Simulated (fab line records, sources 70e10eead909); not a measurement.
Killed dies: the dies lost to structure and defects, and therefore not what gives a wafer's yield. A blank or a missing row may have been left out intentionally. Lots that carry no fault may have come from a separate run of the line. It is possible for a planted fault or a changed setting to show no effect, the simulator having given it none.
fab line records | flow nand_harc
record lots=13 | wafers=39 | last_day=24
route steps=1159 shown P_GATE@155 END@1159
lots with no fault: from the same line, run without faults
start_h: hours from the record's opening day to when the first of the lot's shown wafers began | wait_h: time in hours since the lot's previous step | " as in the row above | L1.1+2: several wafers, shown together as one row | - no value, or no start was given | * or withheld: withheld | < > ~ a bound
route shown NAME@n: a module of which the file shows steps, and the number in the route of the first | usual: mean/standard deviation of fault-free wafers | same: alike in all rows | chamber/n: place in a boat | sites: per-site readings | _std_site: standard deviation across them | _edge_site: outer sites' mean less inner sites' | radius_mm: how far each site lies from the wafer's centre | mask NAME#n: copy n | behind: tool/chamber where the wafer was last shaped | hold: cause of the lot's hold/its duration in hours/its outcome | device: transistor that didn't switch, given as n, p or np | end of line: tests of these same wafers at the route's end | a step without rows: its recipe alone | killed: not the wafer's yield, but the dies lost to structure and defects at the first sort | map: per-die view of a wafer (x killed, . not killed, _ where there is no die)
set.NAME: the setting the step ran with; set.NAME@STEP: the setting that earlier step ran with | model.NAME: the simulator's own value behind a step, which no gauge read
a sample of lots followed through the steps of the route, with each step as a table and each wafer as a row
services: the hour from which a tool's chamber was out of use, counted from the record's first day as start_h (under 0 if before that day), plus the number of hours and why
## steps
# step NHARC_P_GATE_ALD_36
# recipe target_thk_a=200 | pulse_time_s=60 | ald_cycles=223 | temp_c=400 | material=SiNx
# usual heater_power_w=813/49 | precursor_pulse_height_rel=0.997/0.02
lot.wafer | tool       | chamber | start_h | wait_h | heater_power_w | precursor_pulse_height_rel
L799.4    | ald_sin-04 | 3       | 94.03   | -      | 738            | 0.995
L799.2    | "          | 1       | 96.15   | -      | 803            | 0.980
L799.6    | "          | 0       | 99.33   | -      | 868            | 0.992
L800.1    | ald_sin-02 | 1       | 99.12   | -      | 786            | 1.016
L800.2    | "          | 2       | 100.50  | -      | 769            | 0.973
L800.6    | "          | 1       | 103.27  | -      | 759            | 1.023
L801.4    | ald_sin-03 | 0       | 99.24   | -      | 782            | 0.999
L801.6    | "          | 3       | 102.43  | -      | 879            | 0.976
L801.5    | "          | 0       | 103.50  | -      | 791            | 1.028
L802.3    | ald_sin-02 | 1       | 116.82  | -      | 797            | 1.001
L802.1    | "          | 3       | 118.26  | -      | 930            | 1.018
L802.5    | "          | 1       | 121.13  | -      | 759            | 1.006
L804.4    | ald_sin-03 | 0       | 123.44  | -      | 768            | 0.967
L804.6    | "          | 3       | 126.55  | -      | 867            | 1.006
L804.5    | "          | 0       | 127.59  | -      | 751            | 0.987
L805.4    | ald_sin-04 | 3       | 126.07  | -      | 736            | 1.003
L805.5    | "          | 0       | 127.13  | -      | 841            | 1.006
L805.6    | "          | 1       | 128.19  | -      | 817            | 0.973
L809.1    | ald_sin-04 | 2       | 152.34  | -      | 758            | 0.991
L809.2    | "          | 3       | 153.39  | -      | 753            | 0.981
L809.3    | "          | 0       | 154.43  | -      | 867            | 0.979
L816.4    | ald_sin-03 | 2       | 195.97  | -      | 839            | 1.005
L816.1    | "          | 0       | 198.12  | -      | 763            | 0.999
L816.5    | "          | 2       | 200.27  | -      | 821            | 0.989
L817.1    | ald_sin-04 | 0       | 201.81  | -      | 886            | 0.991
L817.3    | "          | 2       | 204.59  | -      | 760            | 0.972
L817.5    | "          | 0       | 205.99  | -      | 876            | 0.939
L818.3    | ald_sin-02 | 1       | 209.79  | -      | 778            | 0.975
L818.2    | "          | 2       | 210.86  | -      | 788            | 1.034
L818.6    | "          | 0       | 212.99  | -      | 792            | 1.019
L819.2    | ald_sin-03 | 2       | 210.40  | -      | 841            | 0.977
L819.4    | "          | 3       | 211.46  | -      | 880            | 0.980
L819.5    | "          | 1       | 213.58  | -      | 834            | 0.986
L820.1    | ald_sin-04 | 2       | 219.90  | -      | 764            | 1.049
L820.4    | "          | 0       | 222.03  | -      | 848            | 1.026
L820.5    | "          | 1       | 223.09  | -      | 795            | 0.971
L822.3    | ald_sin-03 | 2       | 222.67  | -      | 823            | 0.995
L822.1    | "          | 3       | 223.75  | -      | 852            | 1.041
L822.2    | "          | 1       | 225.91  | -      | 824            | 0.985
# step NHARC_P_GATE_CD_MEAS_46
# recipe target_cd_nm=720 | landing_energy_ev=500
# usual cd_nm=720.7/1.7
lot.wafer | tool      | chamber | start_h | wait_h | cd_nm
L799.2    | cd_sem-01 | 0       | 104.64  | -      | 721.6
L799.4    | "         | 0       | "       | "      | 724.2
L799.6    | "         | 0       | "       | "      | 724.8
L801.4    | cd_sem-02 | 0       | 108.83  | -      | 722.8
L801.5    | "         | 0       | "       | "      | 724.3
L801.6    | "         | 0       | "       | "      | 725.0
L800.1    | cd_sem-03 | 0       | 110.22  | -      | 720.4
L800.2    | "         | 0       | "       | "      | 720.7
L800.6    | "         | 0       | "       | "      | 719.3
L802.1    | cd_sem-02 | 0       | 129.63  | -      | 721.6
L802.3    | "         | 0       | "       | "      | 721.6
L802.5    | "         | 0       | "       | "      | 720.1
L804.4    | cd_sem-02 | 0       | 132.77  | -      | 722.3
L804.5    | "         | 0       | "       | "      | 720.4
L804.6    | "         | 0       | "       | "      | 721.0
L805.4    | cd_sem-03 | 0       | 133.46  | -      | 720.9
L805.5    | "         | 0       | "       | "      | 722.0
L805.6    | "         | 0       | "       | "      | 722.9
L809.1    | cd_sem-03 | 0       | 161.77  | -      | 720.6
L809.2    | "         | 0       | "       | "      | 723.0
L809.3    | "         | 0       | "       | "      | 721.6
L816.1    | cd_sem-02 | 0       | 205.54  | -      | 721.7
L816.4    | "         | 0       | "       | "      | 721.0
L816.5    | "         | 0       | "       | "      | 720.2
L817.1    | cd_sem-03 | 0       | 214.23  | -      | 720.4
L817.3    | "         | 0       | "       | "      | 721.7
L817.5    | "         | 0       | "       | "      | 722.0
L818.2    | cd_sem-03 | 0       | 218.12  | -      | 719.8
L818.3    | "         | 0       | "       | "      | 720.1
L818.6    | "         | 0       | "       | "      | 721.5
L819.2    | cd_sem-02 | 0       | 218.70  | -      | 723.3
L819.4    | "         | 0       | "       | "      | 721.0
L819.5    | "         | 0       | "       | "      | 720.3
L820.1    | cd_sem-03 | 0       | 229.30  | -      | 722.7
L820.4    | "         | 0       | "       | "      | 718.4
L820.5    | "         | 0       | "       | "      | 718.3
L822.1    | cd_sem-02 | 0       | 233.34  | -      | 719.8
L822.2    | "         | 0       | "       | "      | 723.5
L822.3    | "         | 0       | "       | "      | 723.3
# step NHARC_P_GATE_STRIP_75
# recipe power_w=1500 | temp_c=250 | chemistry=O2
# usual drypump_motor_current_A=5.8/0.6 | heater_power_w=358/27
lot.wafer | tool            | chamber | start_h | wait_h | drypump_motor_current_A | heater_power_w | rf_hours_counter_h
L799.2    | plasma_asher-02 | 1       | 105.96  | 0.2    | 5.8                     | 323            | 33
L799.4    | "               | 1       | "       | "      | 5.8                     | 333            | -
L799.6    | "               | 1       | "       | "      | 5.8                     | 334            | -
L801.4    | plasma_asher-02 | 0       | 109.68  | 0.2    | 6.6                     | 344            | -
L801.5    | "               | 0       | "       | "      | 6.6                     | 342            | -
L801.6    | "               | 1       | "       | "      | 5.8                     | 332            | -
L800.2    | plasma_asher-01 | 1       | 111.04  | 0.2    | 4.8                     | 406            | 1
L800.1    | "               | 0       | "       | "      | 5.8                     | 380            | 1
L800.6    | "               | 0       | "       | "      | 5.8                     | 383            | -
L802.1    | plasma_asher-02 | 0       | 130.49  | 0.2    | 6.6                     | 349            | 38
L802.3    | "               | 1       | "       | "      | 5.8                     | 335            | -
L802.5    | "               | 0       | "       | "      | 6.6                     | 342            | -
L804.4    | plasma_asher-02 | 1       | 133.67  | 0.1    | 5.8                     | 335            | -
L804.5    | "               | 0       | "       | "      | 6.6                     | 341            | -
L804.6    | "               | 1       | "       | "      | 5.8                     | 330            | -
L805.4    | plasma_asher-02 | 0       | 134.59  | 0.1    | 6.5                     | 346            | -
L805.6    | "               | 1       | "       | "      | 5.8                     | 332            | -
L805.5    | "               | 0       | "       | "      | 6.6                     | 348            | -
L809.1    | plasma_asher-02 | 0       | 162.60  | 0.2    | 6.5                     | 339            | 50
L809.2    | "               | 1       | "       | "      | 5.8                     | 332            | 50
L809.3    | "               | 0       | "       | "      | 6.5                     | 344            | -
L816.1    | plasma_asher-01 | 1       | 206.38  | 0.2    | 4.8                     | 398            | 34
L816.4    | "               | 0       | "       | "      | 5.8                     | 382            | -
L816.5    | "               | 1       | "       | "      | 4.8                     | 399            | -
L817.1    | plasma_asher-01 | 0       | 215.06  | 0.3    | 5.8                     | 380            | 36
L817.3    | "               | 0       | "       | "      | 5.7                     | 380            | -
L817.5    | "               | 0       | "       | "      | 5.7                     | 385            | -
L818.2    | plasma_asher-02 | 1       | 218.99  | 0.2    | 5.8                     | 322            | 9
L818.3    | "               | 0       | "       | "      | 6.6                     | 335            | -
L818.6    | "               | 0       | "       | "      | 6.5                     | 346            | -
L819.2    | plasma_asher-02 | 1       | 219.53  | 0.3    | 5.8                     | 328            | 10
L819.4    | "               | 1       | "       | "      | 5.8                     | 325            | -
L819.5    | "               | 0       | "       | "      | 6.6                     | 339            | -
L820.1    | plasma_asher-02 | 0       | 230.13  | 0.2    | 6.6                     | 334            | 13
L820.4    | "               | 0       | "       | "      | 6.6                     | 347            | -
L820.5    | "               | 1       | "       | "      | 5.8                     | 325            | -
L822.2    | plasma_asher-01 | 1       | 234.17  | 0.2    | 4.8                     | 402            | 42
L822.1    | "               | 0       | "       | "      | 5.7                     | 389            | 42
L822.3    | "               | 0       | "       | "      | 5.8                     | 375            | -
# step NHARC_P_GATE_EXPOSE_88
# recipe na=0.6 | target_cd_nm=2000 | dose_mj=11.87 | mask_id=P_HVN
# usual reticle_temp_C=23.01/0.1
lot.wafer | tool           | chamber | start_h | wait_h | mask    | reticle_temp_C
L799.2    | krf_scanner-03 | 0       | 108.51  | -      | P_HVN#0 | 23.14
L799.4    | "              | 0       | "       | "      | P_HVN#0 | 23.00
L799.6    | "              | 0       | "       | "      | P_HVN#0 | 23.18
L801.4    | krf_scanner-03 | 0       | 112.05  | -      | P_HVN#0 | 22.88
L801.5    | "              | 0       | "       | "      | P_HVN#0 | 23.13
L801.6    | "              | 0       | "       | "      | P_HVN#0 | 22.99
L800.1    | krf_scanner-01 | 0       | 113.57  | -      | P_HVN#0 | 23.08
L800.2    | "              | 0       | "       | "      | P_HVN#0 | 23.02
L800.6    | "              | 0       | "       | "      | P_HVN#0 | 23.12
L802.1    | krf_scanner-02 | 0       | 132.85  | -      | P_HVN#0 | 22.96
L802.3    | "              | 0       | "       | "      | P_HVN#0 | 22.99
L802.5    | "              | 0       | "       | "      | P_HVN#0 | 23.04
L804.4    | krf_scanner-01 | 0       | 136.21  | -      | P_HVN#0 | 23.06
L804.5    | "              | 0       | "       | "      | P_HVN#0 | 23.07
L804.6    | "              | 0       | "       | "      | P_HVN#0 | 23.03
L805.4    | krf_scanner-03 | 0       | 136.92  | -      | P_HVN#0 | 23.10
L805.5    | "              | 0       | "       | "      | P_HVN#0 | 23.03
L805.6    | "              | 0       | "       | "      | P_HVN#0 | 22.97
L809.1    | krf_scanner-03 | 0       | 164.90  | -      | P_PSD#0 | 23.17
L809.2    | "              | 0       | "       | "      | P_PSD#0 | 23.13
L809.3    | "              | 0       | "       | "      | P_PSD#0 | 23.15
L816.1    | krf_scanner-02 | 0       | 208.72  | -      | P_HVN#0 | 22.91
L816.4    | "              | 0       | "       | "      | P_HVN#0 | 22.93
L816.5    | "              | 0       | "       | "      | P_HVN#0 | 22.99
L817.1    | krf_scanner-01 | 0       | 217.54  | -      | P_HVN#0 | 22.84
L817.3    | "              | 0       | "       | "      | P_HVN#0 | 22.93
L817.5    | "              | 0       | "       | "      | P_HVN#0 | 22.85
L818.2    | krf_scanner-02 | 0       | 221.36  | -      | P_HVN#0 | 22.95
L818.3    | "              | 0       | "       | "      | P_HVN#0 | 22.98
L818.6    | "              | 0       | "       | "      | P_HVN#0 | 23.12
L819.2    | krf_scanner-01 | 0       | 221.89  | -      | P_HVN#0 | 23.08
L819.4    | "              | 0       | "       | "      | P_HVN#0 | 23.00
L819.5    | "              | 0       | "       | "      | P_HVN#0 | 22.92
L820.1    | krf_scanner-03 | 0       | 232.60  | -      | P_HVN#0 | 22.92
L820.4    | "              | 0       | "       | "      | P_HVN#0 | 22.90
L820.5    | "              | 0       | "       | "      | P_HVN#0 | 22.88
L822.1    | krf_scanner-02 | 0       | 236.73  | -      | P_HVN#0 | 22.91
L822.2    | "              | 0       | "       | "      | P_HVN#0 | 22.67
L822.3    | "              | 0       | "       | "      | P_HVN#0 | 22.95
# step NHARC_P_GATE_CD_MEAS_91
# recipe target_cd_nm=2000 | landing_energy_ev=500
# usual cd_nm=2000.7/2.1
lot.wafer | tool      | chamber | start_h | wait_h | cd_nm
L799.2    | cd_sem-02 | 0       | 108.67  | -      | 1999.8
L799.4    | "         | 0       | "       | "      | 2002.9
L799.6    | "         | 0       | "       | "      | 2001.4
L801.4    | cd_sem-02 | 0       | 112.20  | -      | 2001.1
L801.5    | "         | 0       | "       | "      | 1998.5
L801.6    | "         | 0       | "       | "      | 1996.6
L800.1    | cd_sem-02 | 0       | 113.73  | -      | 2000.7
L800.2    | "         | 0       | "       | "      | 1999.5
L800.6    | "         | 0       | "       | "      | 2001.0
L802.1    | cd_sem-02 | 0       | 133.01  | -      | 2000.2
L802.3    | "         | 0       | "       | "      | 2001.2
L802.5    | "         | 0       | "       | "      | 1999.2
L804.4    | cd_sem-03 | 0       | 136.36  | -      | 2001.4
L804.5    | "         | 0       | "       | "      | 2000.6
L804.6    | "         | 0       | "       | "      | 2002.3
L805.4    | cd_sem-03 | 0       | 137.07  | -      | 2003.6
L805.5    | "         | 0       | "       | "      | 2001.4
L805.6    | "         | 0       | "       | "      | 2002.2
L809.1    | cd_sem-01 | 0       | 165.05  | -      | -
L809.2    | "         | 0       | "       | "      | -
L809.3    | "         | 0       | "       | "      | -
L816.1    | cd_sem-02 | 0       | 208.88  | -      | 1998.9
L816.4    | "         | 0       | "       | "      | 1997.1
L816.5    | "         | 0       | "       | "      | 1996.1
L817.1    | cd_sem-02 | 0       | 217.70  | -      | 1999.6
L817.3    | "         | 0       | "       | "      | 2000.4
L817.5    | "         | 0       | "       | "      | 2001.0
L818.2    | cd_sem-01 | 0       | 221.51  | -      | 1997.7
L818.3    | "         | 0       | "       | "      | 2004.0
L818.6    | "         | 0       | "       | "      | 2001.3
L819.2    | cd_sem-01 | 0       | 222.05  | -      | 2000.5
L819.4    | "         | 0       | "       | "      | 2001.2
L819.5    | "         | 0       | "       | "      | 2001.1
L820.1    | cd_sem-01 | 0       | 232.76  | -      | 1999.0
L820.4    | "         | 0       | "       | "      | 2002.0
L820.5    | "         | 0       | "       | "      | 2001.1
L822.1    | cd_sem-03 | 0       | 236.89  | -      | 1998.9
L822.2    | "         | 0       | "       | "      | 2002.3
L822.3    | "         | 0       | "       | "      | 1998.1
# step NHARC_END_SORT_01
# recipe temp_c=25
# usual killed_at_array=27/8.8 | killed_at_other=0.4/0.82 | killed_at_periphery=3.1/2.1 | killed_dies=31/8.8 | killed_open=3.3/2 | killed_short=2.0/1.4
# same gross_dies=677
lot.wafer | tool      | chamber | start_h | wait_h | killed_at_array | killed_at_other | killed_at_periphery | killed_dies | killed_open | killed_short
L801.4    | prober-02 | 0       | 454.60  | 3.4    | 33              | 0               | 3                   | 36          | 3           | 4
L801.5    | prober-02 | 0       | 455.40  | 3.7    | 40              | 1               | 3                   | 44          | 5           | 3
L801.6    | prober-02 | 0       | 456.21  | 4.0    | 40              | 0               | 5                   | 45          | 4           | 3
L799.2    | prober-01 | 0       | 459.74  | 2.8    | 29              | 0               | 0                   | 29          | 5           | 3
L799.4    | prober-01 | 0       | 461.35  | 3.4    | 18              | 0               | 1                   | 19          | 5           | 0
L799.6    | prober-01 | 0       | 462.97  | 4.0    | 21              | 0               | 1                   | 22          | 2           | 1
L809.1    | prober-02 | 0       | 492.00  | 2.5    | 37              | 0               | 640                 | 677         | 7           | 2
L809.2    | prober-02 | 0       | 492.80  | 2.8    | 27              | 1               | 649                 | 677         | 3           | 0
L809.3    | prober-02 | 0       | 493.61  | 3.1    | 36              | 0               | 641                 | 677         | 2           | 2
L816.1    | prober-02 | 0       | 546.00  | 2.5    | 26              | 0               | 5                   | 31          | 8           | 0
L816.4    | prober-02 | 0       | 548.40  | 3.4    | 24              | 0               | 2                   | 26          | 5           | 1
L816.5    | prober-02 | 0       | 549.20  | 3.7    | 27              | 0               | 1                   | 28          | 6           | 1
# killed by level:class
L801.4 A_CHANNEL_HOLE_D1:chamber_film_flake=13 A_SLIT:chamber_film_flake=9 A_CONTACT:chamber_film_flake=4 A_CONTACT:geometric_particle:short=2 P_GATE:chamber_film_flake=2 P_M2:geometric_particle:open=1 A_CHANNEL_FILL_D1:geometric_particle:open=1 A_CHANNEL_FILL_D1:geometric_particle:short=1
L801.5 A_CHANNEL_HOLE_D1:chamber_film_flake=18 A_SLIT:chamber_film_flake=7 A_STAIRCASE:chamber_film_flake=5 A_CONTACT:chamber_film_flake=5 P_CONTACT:geometric_particle:open=1 P_M0:geometric_particle:short=1 P_M1:geometric_particle:open=1 A_ONON_D1:geometric_particle:short=1
L801.6 A_CHANNEL_HOLE_D1:chamber_film_flake=14 A_SLIT:chamber_film_flake=9 A_CONTACT:chamber_film_flake=6 P_ZERO_WELL:chamber_film_flake=3 A_STAIRCASE:chamber_film_flake=3 A_CHANNEL_FILL_D1:geometric_particle:short=2 A_CONTACT:geometric_particle:open=2 A_ZERO_WELL:chamber_film_flake=2
L799.2 A_SLIT:chamber_film_flake=9 A_STAIRCASE:chamber_film_flake=7 A_ONON_D1:geometric_particle:open=2 A_WL_FILL:geometric_particle:short=2 A_CHANNEL_HOLE_D1:chamber_film_flake=2 A_CONTACT:chamber_film_flake=2 A_CHANNEL_HOLE_D1:geometric_particle:open=1 A_CHANNEL_FILL_D1:geometric_particle:open=1
L799.4 A_SLIT:chamber_film_flake=7 A_CONTACT:chamber_film_flake=3 A_CHANNEL_HOLE_D1:chamber_film_flake=2 P_M0:geometric_particle:open=1 A_SGD_CUT:geometric_particle:open=1 A_WL_FILL:geometric_particle:open=1 A_CONTACT:geometric_particle:open=1 A_M0:geometric_particle:open=1
L799.6 A_SLIT:chamber_film_flake=12 A_CONTACT:chamber_film_flake=4 A_STAIRCASE:chamber_film_flake=3 P_GATE:geometric_particle:open=1 A_CHANNEL_FILL_D1:geometric_particle:short=1 A_SGD_CUT:geometric_particle:open=1
L809.1 P_GATE:area_expose=633 A_CHANNEL_HOLE_D1:chamber_film_flake=20 P_BONDPAD:chamber_film_flake=5 A_BONDPAD:chamber_film_flake=4 A_SGD_CUT:chamber_film_flake=3 P_CONTACT:geometric_particle:open=1 A_ONON_D1:geometric_particle:open=1 A_ONON_D1:geometric_particle:short=1
L809.2 P_GATE:area_expose=643 A_CHANNEL_HOLE_D1:chamber_film_flake=17 P_BONDPAD:chamber_film_flake=5 A_WL_FILL:chamber_film_flake=3 A_SGD_CUT:chamber_film_flake=2 A_BONDPAD:chamber_film_flake=2 P_GATE:geometric_particle:open=1 A_ONON_D1:geometric_particle:open=1
L809.3 P_GATE:area_expose=634 A_CHANNEL_HOLE_D1:chamber_film_flake=23 A_BONDPAD:chamber_film_flake=8 P_BONDPAD:chamber_film_flake=4 A_WL_FILL:geometric_particle:short=2 P_CONTACT:geometric_particle:open=1 A_BLC:geometric_particle:open=1 P_ZERO_WELL:chamber_film_flake=1
L816.1 A_CHANNEL_HOLE_D1:chamber_film_flake=9 A_SLIT:chamber_film_flake=9 P_M0:geometric_particle:open=3 A_M0:geometric_particle:open=2 A_CONTACT:chamber_film_flake=2 A_CONTACT:geometric_particle:open=1 A_WL_FILL:geometric_particle:open=1 A_BLC:geometric_particle:open=1
L816.4 A_SLIT:chamber_film_flake=14 A_CHANNEL_HOLE_D1:chamber_film_flake=3 A_CHANNEL_FILL_D1:geometric_particle:open=2 A_CHANNEL_FILL_D1:geometric_particle:short=1 A_CONTACT:geometric_particle:open=1 A_BLC:geometric_particle:open=1 A_M0:geometric_particle:open=1 P_STI:chamber_film_flake=1
L816.5 A_SLIT:chamber_film_flake=11 A_CHANNEL_HOLE_D1:chamber_film_flake=5 A_CONTACT:chamber_film_flake=4 A_M0:geometric_particle:open=2 P_M0:geometric_particle:open=1 A_ONON_D1:geometric_particle:open=1 A_STAIRCASE:geometric_particle:short=1 A_CONTACT:geometric_particle:open=1
## services
tool            | chamber | start_h | hours | kind
ald_sin-04      | 1       | 83.41   | 1.4   | repair
krf_scanner-01  | -       | 84.00   | 4.0   | pm
ald_sin-02      | 3       | 96.35   | 2.4   | repair
plasma_asher-01 | -       | 99.61   | 9.0   | pm
ald_sin-03      | -       | 108.27  | 10.0  | pm
ald_sin-02      | 2       | 116.15  | 3.2   | repair
plasma_asher-02 | -       | 125.13  | 3.3   | repair
ald_sin-04      | 3       | 140.23  | 1.4   | repair
ald_sin-03      | 1       | 145.49  | 12.6  | repair
ald_sin-03      | 3       | 146.50  | 8.3   | repair
krf_scanner-03  | -       | 168.00  | 4.0   | pm
krf_scanner-01  | -       | 181.16  | 1.0   | repair
plasma_asher-02 | -       | 183.66  | 9.0   | pm
plasma_asher-02 | 0       | 183.66  | 9.0   | vent_cycle
plasma_asher-02 | 1       | 183.66  | 9.0   | vent_cycle
krf_scanner-01  | -       | 189.13  | 0.6   | repair
plasma_asher-02 | 0       | 192.66  | -     | clean
ald_sin-04      | 3       | 194.60  | 15.6  | repair
ald_sin-02      | -       | 198.75  | 0.9   | repair
ald_sin-04      | -       | 200.43  | 0.9   | repair
krf_scanner-03  | -       | 200.70  | 30.7  | repair
krf_scanner-02  | -       | 210.01  | 4.0   | pm
krf_scanner-01  | -       | 228.09  | 0.3   | repair
ald_sin-02      | -       | 235.92  | 0.3   | repair
## key
first_sign step=NHARC_P_GATE_EXPOSE_88 | reading=mask | direction=changed
effect step=NHARC_P_GATE_CD_MEAS_91 | reading=cd_nm | direction=missing
effect step=NHARC_END_SORT_01 | reading=killed_at_periphery | direction=up | sigmas=99+ | usual=3.1 | struck=643.3
more_kills_born_at NHARC_P_GATE_EXPOSE_88@krf_scanner-03=1910
met_at NHARC_P_GATE_EXPOSE_88
struck_lots L809
later_rows_left_out L809.1,L809.2,L809.3
tester_left_out L809
not_acting_at NHARC_P_GATE_ALD_36,NHARC_P_GATE_CD_MEAS_46,NHARC_P_GATE_STRIP_75
onset_between 136.92 164.90
fault kind=wrong_mask | tool=any | chamber=- | onset_h=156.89 | steps=NHARC_P_GATE_EXPOSE_88 | aux_copy=P_PSD#0 | scope=struck_lots_only
# tester_left_out: of these lots the tester's yield and bins aren't shown, on N5 and GAA mostly nor the transistor test; their killed dies are dies lost to structure and defects alone, not to doping, threshold or leakage, so they don't give the yield
# later_rows_left_out: the simulator's readings of these wafers behind a module that went badly wrong aren't trusted and aren't shown, but for the sort
